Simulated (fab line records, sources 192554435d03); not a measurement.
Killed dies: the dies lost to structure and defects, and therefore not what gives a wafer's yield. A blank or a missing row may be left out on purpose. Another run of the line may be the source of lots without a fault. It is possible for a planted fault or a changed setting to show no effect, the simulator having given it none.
fab line records -- flow n5-finfet
record: lots: 6, wafers: 18, last-day: 19
route steps=1938 shown BEOL_M0_SAQP@681 BEOL_M4@1111 PASSIVATION@1936
lots untouched by any fault: they come from a run of this same line in which no faults occurred
start-h: the number of hours between the record's first day and the start of the first shown wafer of the lot -- wait-h: time in hours since the lot's previous step -- " unchanged from the row above -- L1.1+2: several wafers, shown together as one row -- - no value present, or no start provided -- * or withheld: withheld -- < > ~ a bound
route shown NAME@n: a module of which the file shows steps, and the number in the route of the first -- usual: mean and standard deviation over wafers with no fault -- same: alike in all rows -- chamber/n: place in a boat -- sites: readings site by site -- _std_site: the values' standard deviation -- _edge_site: mean of outer sites minus mean of inner sites -- radius-mm: how far each site lies from the wafer's centre -- mask NAME#n: copy n -- behind: the tool/chamber that last shaped the wafer -- hold: reason for holding the lot/hours on hold/outcome of the hold -- device: which transistor (n, p or np) failed to switch -- end of line: the same wafers' tests at the end of the route -- where a step has no rows: the recipe by itself -- killed: the dies lost at the first sort to structure and to defects; this is not the yield of the wafer -- map: shows each die of a wafer: x if killed, . if not, _ if none is there
set.NAME: the run value of the setting; set.NAME@STEP: its run value at that earlier step -- model.NAME: the simulator's own value behind a step, which no gauge read
certain route steps with their lots: each step a table, each wafer a row
services: a tool's chamber out of use, with start hour (start-h, from the record's first day; less than 0 if before it), hours out, and reason
== steps ==
step: N5_BEOL_M0_SAQP_COAT_72
recipe: resist: SiARC, temp-c: 220, time-s: 60, spin-rpm: 1500, resist-thk-nm: 15
step: N5_BEOL_M0_SAQP_COAT_87
recipe: resist: underlayer, temp-c: 205, time-s: 60, spin-rpm: 1500, resist-thk-nm: 5
step: N5_BEOL_M0_SAQP_COAT_34
recipe: resist: CAR-EUV, spin-rpm: 1500, resist-thk-nm: 30
step: N5_BEOL_M0_SAQP_EBR_36
recipe: solvent: PGMEA, ebr-width-mm: 1.5
step: N5_BEOL_M0_SAQP_SOFTBAKE_35
recipe: temp-c: 110, time-s: 60, resist: CAR-EUV
step: N5_BEOL_M0_SAQP_EXPOSE_37
recipe: mask-id: M0_CUT1, na: 0.33, source-shape: annular, sigma-inner: 0.35, sigma-outer: 0.8, polarization: unpolarized, target-cd-nm: 30, dose-mj: 44.75
step: N5_BEOL_M0_SAQP_PEB_38
recipe: peb-temp-c: 100, peb-time-s: 60, resist: CAR-EUV
step: N5_BEOL_M0_SAQP_DEVELOP_39
recipe: develop-time-s: 30, developer: TMAH, resist: CAR-EUV, rinse-liquid: surfactant-rinse, dry: air-spin, dev-temp-c: 23
step: N5_BEOL_M0_SAQP_CD_MEAS_40
recipe: target-cd-nm: 30, landing-energy-ev: 500, detector: se-inlens
usual: cd-nm: 30.07/0.25
lot.wafer,tool,chamber,start-h,wait-h,cd-nm
L262.1,cd-sem-02,0,110.51,-,30.15
L262.4,cd-sem-02,0,110.51,-,30.10
L262.6,cd-sem-02,0,110.51,-,30.29
L273.2,cd-sem-01,0,183.80,-,29.95
L273.3,cd-sem-01,0,183.80,-,30.44
L273.6,cd-sem-01,0,183.80,-,30.47
L279.1,cd-sem-01,0,217.42,-,30.17
L279.3,cd-sem-01,0,217.42,-,30.05
L279.4,cd-sem-01,0,217.42,-,30.14
L281.1,cd-sem-03,0,225.96,-,30.02
L281.3,cd-sem-03,0,225.96,-,29.61
L281.5,cd-sem-03,0,225.96,-,29.79
L282.1,cd-sem-02,0,230.09,-,30.21
L282.3,cd-sem-02,0,230.09,-,30.21
L282.4,cd-sem-02,0,230.09,-,29.98
L285.1,cd-sem-01,0,252.26,-,30.29
L285.4,cd-sem-01,0,252.26,-,29.53
L285.6,cd-sem-01,0,252.26,-,30.36
step: N5_BEOL_M0_SAQP_OVL_MEAS_41
recipe: points-per-wafer: 522
usual: M0_CUT1_OVL: 0.0/0.69
lot.wafer,tool,chamber,start-h,wait-h,M0_CUT1_OVL[nm]
L262.1,overlay-01,0,110.54,0.0,-1.2
L262.4,overlay-01,0,110.54,0.0,-1.5
L262.6,overlay-01,0,110.54,0.0,-0.7
L273.2,overlay-02,0,183.84,0.0,0.0
L273.3,overlay-02,0,183.84,0.0,-0.7
L273.6,overlay-02,0,183.84,0.0,-0.6
L279.1,overlay-02,0,217.45,0.0,0.0
L279.3,overlay-02,0,217.45,0.0,-0.9
L279.4,overlay-02,0,217.45,0.0,-0.2
L281.1,overlay-01,0,225.99,0.0,0.0
L281.3,overlay-01,0,225.99,0.0,-0.2
L281.5,overlay-01,0,225.99,0.0,0.2
L282.1,overlay-02,0,230.12,0.0,0.4
L282.3,overlay-02,0,230.12,0.0,0.5
L282.4,overlay-02,0,230.12,0.0,-0.2
L285.1,overlay-01,0,252.29,0.0,-0.2
L285.4,overlay-01,0,252.29,0.0,-0.2
L285.6,overlay-01,0,252.29,0.0,0.5
step: N5_BEOL_M0_SAQP_INSPECT_42
recipe: mode: adi, inspect-instrument: brightfield
usual: raw-defect-count: 289/73
lot.wafer,tool,chamber,start-h,wait-h,raw-defect-count
L262.1,defect-inspect-01,-,110.60,0.1,312
L262.4,defect-inspect-01,-,110.60,0.1,249
L262.6,defect-inspect-01,-,110.60,0.1,296
L273.2,defect-inspect-02,-,183.89,0.0,386
L273.3,defect-inspect-02,-,183.89,0.0,207
L273.6,defect-inspect-02,-,183.89,0.0,292
L279.1,defect-inspect-01,-,217.50,0.1,254
L279.3,defect-inspect-01,-,217.50,0.1,278
L279.4,defect-inspect-01,-,217.50,0.1,225
L281.1,defect-inspect-02,-,226.05,0.1,303
L281.3,defect-inspect-02,-,226.05,0.1,291
L281.5,defect-inspect-02,-,226.05,0.1,283
L282.1,defect-inspect-01,-,230.18,0.1,295
L282.3,defect-inspect-01,-,230.18,0.1,345
L282.4,defect-inspect-01,-,230.18,0.1,360
L285.1,defect-inspect-01,-,252.35,0.1,276
L285.4,defect-inspect-01,-,252.35,0.1,185
L285.6,defect-inspect-01,-,252.35,0.1,156
step: N5_BEOL_M0_SAQP_DESCUM_45
recipe: chemistry: O2, time-s: 7, source-power-w: 50, bias-power-w: 20, pressure-mtorr: 20, rf-frequency-hz: 2.712e+07, temp-c: 40, resist: CAR-EUV, o2-flow-sccm: 225
usual: drypump-motor-current-A: 5.8/0.61, oes-product-au: 0.83/0.088, rf-vpp-V: 243.3/1.4, showerhead-plenum-p-Torr: 2.10/0.069, throttle-valve-pct: 20.40/0.2
lot.wafer,tool,chamber,start-h,wait-h,drypump-motor-current-A,oes-product-au,rf-hours-counter-h,rf-vpp-V,showerhead-plenum-p-Torr,throttle-valve-pct
L262.1,rie-diel-04,2,110.63,0.0,6.2,0.78,109,242.2,2.04,20.59
L262.4,rie-diel-04,1,110.63,0.0,5.9,0.79,-,244.5,2.19,20.43
L262.6,rie-diel-04,2,110.63,0.0,6.2,0.78,-,242.8,2.04,20.59
L273.2,rie-diel-06,3,183.92,0.0,5.1,0.72,203,240.6,1.99,20.79
L273.3,rie-diel-06,2,183.92,0.0,6.6,0.94,9,244.0,2.13,20.36
L273.6,rie-diel-06,3,183.92,0.0,5.1,0.71,-,241.1,1.99,20.77
L279.1,rie-diel-06,3,217.85,0.3,5.1,0.71,212,241.9,1.98,20.81
L279.3,rie-diel-06,1,217.85,0.3,5.0,0.73,211,243.2,2.08,20.54
L279.4,rie-diel-06,2,217.85,0.3,6.6,0.92,18,244.2,2.13,20.39
L281.1,rie-diel-01,0,226.47,0.4,5.4,0.82,81,242.1,2.12,20.27
L281.3,rie-diel-01,3,226.47,0.4,5.4,0.89,17,241.3,2.05,20.05
L281.5,rie-diel-01,2,226.47,0.4,4.9,0.75,-,241.4,2.00,20.41
L282.1,rie-diel-06,0,230.52,0.3,6.3,0.88,40,244.3,2.13,20.19
L282.3,rie-diel-06,2,230.52,0.3,6.6,0.91,22,244.0,2.13,20.39
L282.4,rie-diel-06,3,230.52,0.3,5.1,0.70,217,240.1,1.98,20.82
L285.1,rie-diel-01,1,252.39,0.0,6.8,0.80,102,243.1,2.11,20.38
L285.4,rie-diel-01,3,252.39,0.0,5.4,0.88,-,241.8,2.05,20.06
L285.6,rie-diel-01,0,252.39,0.0,5.4,0.82,-,243.6,2.12,20.28
step: N5_BEOL_M0_SAQP_ETCH_88
recipe: chemistry: N2/H2, target: underlayer, target-depth-a: 65, time-s: 5.2, ion-energy-ev: 200, mask-material: CAR-EUV, pressure-mtorr: 30, source-w: 840, bias-w: 150, n2-flow-sccm: 200, h2-flow-sccm: 200, ends: cleared
usual: drypump-motor-current-A: 5.8/0.61, etch-rf-on-time-s: 5.18/0.085, h2-flow-sccm: 200.0/0.59, oes-product-au: 0.71/0.077, rf-fwd-power-W: 819.5/2.6, rf-vpp-V: 524.1/2.3, showerhead-plenum-p-Torr: 2.55/0.085, throttle-valve-pct: 17.83/0.21
lot.wafer,tool,chamber,start-h,wait-h,drypump-motor-current-A,etch-rf-on-time-s,h2-flow-sccm,oes-product-au,rf-fwd-power-W,rf-hours-counter-h,rf-vpp-V,showerhead-plenum-p-Torr,throttle-valve-pct
L262.1,rie-diel-04,2,110.67,0.0,6.2,5.22,199.9,0.67,813.7,109,522.0,2.46,18.03
L262.4,rie-diel-04,1,110.67,0.0,5.9,5.09,200.0,0.67,824.8,-,525.7,2.66,17.89
L262.6,rie-diel-04,2,110.67,0.0,6.2,5.17,199.6,0.68,815.9,-,520.7,2.46,18.03
L273.2,rie-diel-06,3,183.96,0.0,5.1,5.28,198.6,0.61,821.8,203,518.8,2.42,18.23
L273.3,rie-diel-06,2,183.96,0.0,6.6,5.04,199.3,0.81,823.3,9,525.3,2.60,17.88
L273.6,rie-diel-06,3,183.96,0.0,5.1,5.27,200.3,0.61,822.1,-,520.8,2.42,18.24
L279.1,rie-diel-06,3,217.89,0.0,5.1,5.24,199.8,0.60,823.9,212,519.7,2.41,18.26
L279.3,rie-diel-06,1,217.89,0.0,4.9,5.25,199.6,0.62,819.1,211,523.0,2.52,17.89
L279.4,rie-diel-06,2,217.89,0.0,6.6,4.15,200.5,0.88,1019.3,18,489.0,2.60,17.92
L281.1,rie-diel-01,0,226.51,0.0,5.5,5.22,200.2,0.69,811.4,81,522.5,2.58,17.74
L281.3,rie-diel-01,3,226.51,0.0,5.4,5.09,199.9,0.76,818.5,17,522.6,2.49,17.48
L281.5,rie-diel-01,2,226.51,0.0,4.9,5.25,199.3,0.63,817.3,-,523.9,2.44,17.88
L282.1,rie-diel-06,0,230.55,0.0,6.2,5.17,199.8,0.76,817.2,40,524.1,2.60,17.72
L282.3,rie-diel-06,2,230.55,0.0,6.6,4.27,199.9,0.87,1020.9,22,488.6,2.59,17.90
L282.4,rie-diel-06,3,230.55,0.0,5.1,5.31,200.4,0.60,819.8,217,521.4,2.41,18.26
L285.1,rie-diel-01,1,252.42,0.0,6.8,5.27,200.5,0.67,823.3,102,522.4,2.56,17.82
L285.4,rie-diel-01,3,252.42,0.0,5.4,5.13,199.9,0.75,816.2,-,522.6,2.48,17.47
L285.6,rie-diel-01,0,252.42,0.0,5.4,5.26,199.2,0.71,816.6,-,524.5,2.57,17.75
step: N5_BEOL_M0_SAQP_ETCH_73
recipe: chemistry: CF4, target: SiARC, target-depth-a: 195, mask-material: CAR-EUV, time-s: 32.5, ion-energy-ev: 80, pressure-mtorr: 40, source-w: 545, bias-w: 36, Ar_flow_sccm: 100, cf4-flow-sccm: 100, ends: cleared
usual: drypump-motor-current-A: 5.8/0.6, etch-rf-on-time-s: 32.3/0.54, oes-product-au: 0.71/0.077, rf-fwd-power-W: 533.2/2.7, rf-vpp-V: 184.2/1.1, showerhead-plenum-p-Torr: 2.15/0.067, throttle-valve-pct: 15.56/0.21
lot.wafer,tool,chamber,start-h,wait-h,drypump-motor-current-A,etch-rf-on-time-s,oes-product-au,rf-fwd-power-W,rf-hours-counter-h,rf-vpp-V,showerhead-plenum-p-Torr,throttle-valve-pct
L262.1,rie-diel-04,2,110.68,0.0,6.2,32.6,0.67,535.0,109,183.5,2.08,15.72
L262.4,rie-diel-04,1,110.68,0.0,5.9,31.4,0.68,533.9,-,184.6,2.24,15.64
L262.6,rie-diel-04,2,110.68,0.0,6.2,32.3,0.67,535.3,-,184.0,2.08,15.71
L273.2,rie-diel-06,3,183.97,0.0,5.1,33.1,0.61,535.5,203,182.5,2.04,15.95
L273.3,rie-diel-06,2,183.97,0.0,6.6,31.6,0.82,531.3,9,185.0,2.19,15.53
L273.6,rie-diel-06,3,183.97,0.0,5.1,33.1,0.60,538.6,-,183.3,2.04,15.97
L279.1,rie-diel-06,3,217.90,0.0,5.1,32.9,0.61,537.1,212,181.9,2.03,15.97
L279.3,rie-diel-06,1,217.90,0.0,5.0,32.8,0.61,531.0,211,183.7,2.12,15.70
L279.4,rie-diel-06,2,217.90,0.0,6.6,31.8,0.79,531.2,18,183.1,2.19,15.56
L281.1,rie-diel-01,0,226.52,0.0,5.4,32.5,0.70,533.3,81,183.9,2.17,15.47
L281.3,rie-diel-01,3,226.52,0.0,5.4,31.4,0.78,532.4,17,183.1,2.11,15.24
L281.5,rie-diel-01,2,226.52,0.0,4.9,32.4,0.64,529.9,-,183.4,2.06,15.64
L282.1,rie-diel-06,0,230.57,0.0,6.2,31.7,0.76,530.3,40,185.4,2.18,15.35
L282.3,rie-diel-06,2,230.57,0.0,6.6,31.5,0.79,532.3,22,184.9,2.19,15.55
L282.4,rie-diel-06,3,230.57,0.0,5.1,33.4,0.60,539.0,217,182.6,2.03,15.99
L285.1,rie-diel-01,1,252.44,0.0,6.8,32.3,0.68,530.9,102,182.3,2.16,15.53
L285.4,rie-diel-01,3,252.44,0.0,5.4,31.7,0.75,531.8,-,183.0,2.11,15.24
L285.6,rie-diel-01,0,252.44,0.0,5.4,32.4,0.69,536.4,-,183.3,2.16,15.49
step: N5_BEOL_M4_RC_MEAS_101
usual: DIBL_N: 36.4/1.4, DIBL_P: 36.4/1.5, IOFF_N: 0.156/0.022, IOFF_P: 0.210/0.023, ION_N: 675/9.1, ION_P: 463/5.7, SS_N: 71.6/0.45, SS_P: 73.3/0.56, VT_N: 250/3.1, VT_P: -250.3/2.3
lot.wafer,tool,chamber,start-h,wait-h,DIBL_N[mV/V],DIBL_P[mV/V],IOFF_N[nA/um],IOFF_P[nA/um],ION_N[uA/um],ION_P[uA/um],SS_N[mV/dec],SS_P[mV/dec],VT_N[mV],VT_P[mV]
L262.1,prober-01,0,198.31,0.0,37.2,35.0,0.148,0.237,669,463,71.4,72.9,252,-249.4
L262.4,prober-01,0,198.31,0.0,38.8,36.1,0.167,0.237,666,463,72.0,74.2,251,-248.5
L262.6,prober-01,0,198.31,0.0,36.1,33.2,0.125,0.192,658,459,72.0,72.3,255,-250.7
L273.2,prober-02,0,264.84,0.2,35.3,36.3,0.129,0.206,658,463,71.5,73.3,256,-250.7
L273.3,prober-02,0,264.84,0.2,36.1,36.3,0.136,0.203,671,461,72.2,73.5,254,-250.2
L273.6,prober-02,0,264.84,0.2,36.7,37.7,0.145,0.223,664,461,71.9,73.4,253,-249.0
L279.1,prober-01,0,301.31,0.0,36.6,36.1,0.158,0.193,689,465,71.4,73.9,250,-250.6
L279.3,prober-01,0,301.31,0.0,36.9,36.0,0.150,0.195,678,462,71.5,73.6,248,-252.7
L279.4,prober-01,0,301.31,0.0,36.1,35.3,0.148,0.180,682,461,71.5,73.0,249,-253.8
L281.1,prober-02,0,310.96,0.0,34.6,35.7,0.124,0.189,660,465,71.1,72.1,249,-249.2
L281.3,prober-02,0,310.96,0.0,34.8,36.3,0.135,0.187,667,463,71.1,72.6,253,-251.5
L281.5,prober-02,0,310.96,0.0,34.5,35.2,0.127,0.180,671,460,71.5,72.2,252,-251.7
L282.1,prober-02,0,315.33,0.0,33.9,33.7,0.121,0.188,673,464,70.9,73.8,250,-250.0
L282.3,prober-02,0,315.33,0.0,36.1,36.5,0.162,0.218,678,469,72.2,73.7,252,-247.1
L282.4,prober-02,0,315.33,0.0,34.8,34.6,0.134,0.194,666,462,70.8,72.9,252,-249.0
L285.1,prober-02,0,342.18,0.0,34.4,34.2,0.117,0.185,655,450,71.2,72.3,256,-249.0
L285.4,prober-02,0,342.18,0.0,34.6,35.9,0.135,0.201,662,464,71.7,73.5,251,-250.3
L285.6,prober-02,0,342.18,0.0,35.1,35.6,0.128,0.197,657,463,71.3,73.3,256,-251.1
step: N5_PASSIVATION_PROBE_49
usual: defect-limited-yield: 91.5/1.3, killed_at_M0_to_M3: 33/10, killed_at_M4_up: 13/4, killed-at-contacts: 12/6.3, killed-at-front-end: 39/11, killed-at-other: 3.4/2.6, killed-dies: 100/15, killed-open: 65/11, killed-short: 34/7.8, sort_bin_5_function: 5.0/0.89, sort_bin_6_memory: 3.2/0.58, sort-n-pass: 1080/15, sort-yield-pct: 91.5/1.3
same: gross-dies: 1180, killed-at-back-side: 0, sort_bin_4_leakage[%]: 0, sort_bin_8_speed[%]: 0
lot.wafer,tool,chamber,start-h,wait-h,defect-limited-yield[%],killed_at_M0_to_M3,killed_at_M4_up,killed-at-contacts,killed-at-front-end,killed-at-other,killed-dies,killed-open,killed-short,sort_bin_5_function[%],sort_bin_6_memory[%],sort-n-pass,sort-yield-pct[%]
L281.3,prober-02,-,418.86,0.1,89.2,46,6,9,64,2,127,94,33,6.3,4.0,1053,89.2
killed by level:class
L281.3 STI_FIN_REVEAL:geometric-particle:open=16 BEOL_M1:geometric-particle:open=16 FIN_SAQP:geometric-particle:open=12 FIN_SAQP:geometric-particle:short=12 BEOL_M2:geometric-particle:open=8 MOL_CONTACT_COAG:geometric-particle:open=7 BEOL_M0_SAQP:geometric-particle:short=7 BEOL_M0_SAQP:geometric-particle:open=6
== services ==
tool,chamber,start-h,hours,kind
rie-diel-06,-,92.89,0.4,repair
rie-diel-04,0,109.09,-,clean
rie-diel-04,0,109.09,-,consumable-replace:focus-ring
rie-diel-04,0,109.09,-,consumable-replace:showerhead
rie-diel-04,0,109.09,20.5,scheduled-down
rie-diel-04,0,109.09,20.5,vent-cycle
rie-diel-06,2,114.51,5.9,repair
rie-diel-06,-,116.53,12.6,repair
rie-diel-06,2,130.34,-,clean
rie-diel-06,2,130.34,-,consumable-replace:focus-ring
rie-diel-06,2,130.34,22.1,scheduled-down
rie-diel-06,2,130.34,22.1,vent-cycle
rie-diel-01,3,152.84,-,clean
rie-diel-01,3,152.84,-,consumable-replace:focus-ring
rie-diel-01,3,152.84,19.1,scheduled-down
rie-diel-01,3,152.84,19.1,vent-cycle
rie-diel-06,1,183.64,4.6,repair
rie-diel-01,0,196.72,1.8,repair
rie-diel-01,1,196.83,5.2,repair
rie-diel-06,-,213.84,2.8,pm
rie-diel-04,-,228.29,14.6,pm
rie-diel-01,2,247.70,9.1,repair
== key ==
first-sign: step: N5_BEOL_M0_SAQP_ETCH_88, reading: rf-fwd-power-W, direction: up, sigmas: 76, usual: *, struck: *
effect: step: N5_BEOL_M0_SAQP_ETCH_88, reading: rf-vpp-V, direction: down, sigmas: 15, usual: 524.1, struck: 488.8
met-at N5_BEOL_M0_SAQP_ETCH_88
struck-wafers L279.4,L282.3
onset-between 183.96 217.89
fault: kind: process-parameter-drift, tool: rie-diel-06, chamber: 2, onset-h: 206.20, steps: N5_BEOL_M0_SAQP_ETCH_88, channel: source-w, offset: 201.6, shape: step, end-h: 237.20, acts-in: these-recipes-only, stated: 840
